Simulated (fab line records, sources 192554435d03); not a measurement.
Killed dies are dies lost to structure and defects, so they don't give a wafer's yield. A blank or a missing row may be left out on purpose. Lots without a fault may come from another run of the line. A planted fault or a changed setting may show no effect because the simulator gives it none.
Chamber matching | flow n5_finfet | N5_BEOL_M9_PECVD_70 on pecvd-02: 3 sister chambers
The step deposits SiO2 from TEOS/O2, target thk 20 nm, time 22.7 s. 6 wafers are shown with their chamber, then 11 later ones without.

WAFERS WITH THEIR CHAMBER
wafer  | chamber | showerhead_plenum_p_Torr (Torr) | throttle_valve_pct (%)
L079.2 | 1       | 8.73                            | 21.6
L079.6 | 1       | 8.75                            | 21.7
L085.2 | 2       | 8.83                            | 20.9
L085.3 | 0       | 8.67                            | 22.5
L085.6 | 2       | 8.81                            | 20.9
L086.2 | 0       | 8.67                            | 22.5

WAFERS WITHOUT THEIR CHAMBER
wafer  | showerhead_plenum_p_Torr (Torr) | throttle_valve_pct (%)
L086.3 | 8.84                            | 20.7
L086.6 | 8.68                            | 22.6
L090.2 | 8.84                            | 20.7
L090.4 | 8.74                            | 21.9
L090.6 | 8.67                            | 22.7
L093.4 | 8.74                            | 22.2
L093.5 | 8.82                            | 21.2
L093.6 | 8.68                            | 22.7
L094.1 | 8.84                            | 20.8
L094.4 | 8.67                            | 22.7
L094.6 | 8.81                            | 20.9

WHICH CHAMBER EACH WENT THROUGH
wafer  | from the rows above | in truth
L086.3 | 2                   | 2
L086.6 | 0                   | 0
L090.2 | 2                   | 2
L090.4 | 1                   | 1
L090.6 | 0                   | 0
L093.4 | 0                   | 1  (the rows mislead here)
L093.5 | 2                   | 2
L093.6 | 0                   | 0
L094.1 | 2                   | 2
L094.4 | 0                   | 0
L094.6 | 2                   | 2
Placed correctly: 10 of 11. Can't be placed from these rows: 0. Placed wrongly: 1.
How it was worked out, from the rows above alone: a wafer's distance from a chamber is the root of the sum, over the readings, of the square of ((its reading less the chamber's mean) divided by the reading's scatter). The wafer belongs to the nearest chamber; if the next one is less than 2 further off, it can't be placed. A chamber's mean is the mean of its shown wafers. The scatter: the root of (the sum of the squares of (reading less its chamber's mean) over the shown wafers, divided by (wafers less chambers)).
